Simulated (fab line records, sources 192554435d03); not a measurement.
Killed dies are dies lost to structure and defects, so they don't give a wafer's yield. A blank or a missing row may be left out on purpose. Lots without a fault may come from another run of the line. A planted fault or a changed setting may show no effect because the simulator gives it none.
Chamber matching | flow n5_finfet | N5_BEOL_M9_CURE_71 on uv_cure-03: 3 sister chambers
The step cures SiCOH lowk, time 240 s. 6 wafers are shown with their chamber, then 8 later ones without.

WAFERS WITH THEIR CHAMBER
wafer  | chamber | wafer_temp_C_max | lamp_power_pct (%)
L076.4 | 1       | 386.5            | 52.27
L079.3 | 2       | 387.5            | 52.31
L079.5 | 2       | 387.0            | 52.32
L081.3 | 0       | 385.9            | 52.30
L081.5 | 0       | 386.1            | 52.34
L083.1 | 1       | 387.4            | 52.25

WAFERS WITHOUT THEIR CHAMBER
wafer  | wafer_temp_C_max | lamp_power_pct (%)
L083.2 | 387.0            | 52.24
L083.5 | 387.4            | 52.29
L087.3 | 387.2            | 52.20
L087.4 | 386.2            | 52.19
L087.6 | 387.1            | 52.19
L089.4 | 386.1            | 52.30
L089.5 | 386.1            | 52.31
L089.6 | 385.8            | 52.40

WHICH CHAMBER EACH WENT THROUGH
wafer  | from the rows above          | in truth
L083.2 | 1                            | 1
L083.5 | can't be placed: 2 or 1      | 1
L087.3 | 1                            | 1
L087.4 | 1                            | 1
L087.6 | 1                            | 1
L089.4 | can't be placed: 0 or 2 or 1 | 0
L089.5 | 0                            | 0
L089.6 | can't be placed: 0 or 2      | 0
Placed correctly: 5 of 8. Can't be placed from these rows: 3 (the true chamber is among the candidates in 3). Placed wrongly: 0.
How it was worked out, from the rows above alone: a wafer's distance from a chamber is the root of the sum, over the readings, of the square of ((its reading less the chamber's mean) divided by the reading's scatter). The wafer belongs to the nearest chamber; if the next one is less than 2 further off, it can't be placed. A chamber's mean is the mean of its shown wafers. The scatter: the root of (the sum of the squares of (reading less its chamber's mean) over the shown wafers, divided by (wafers less chambers)).
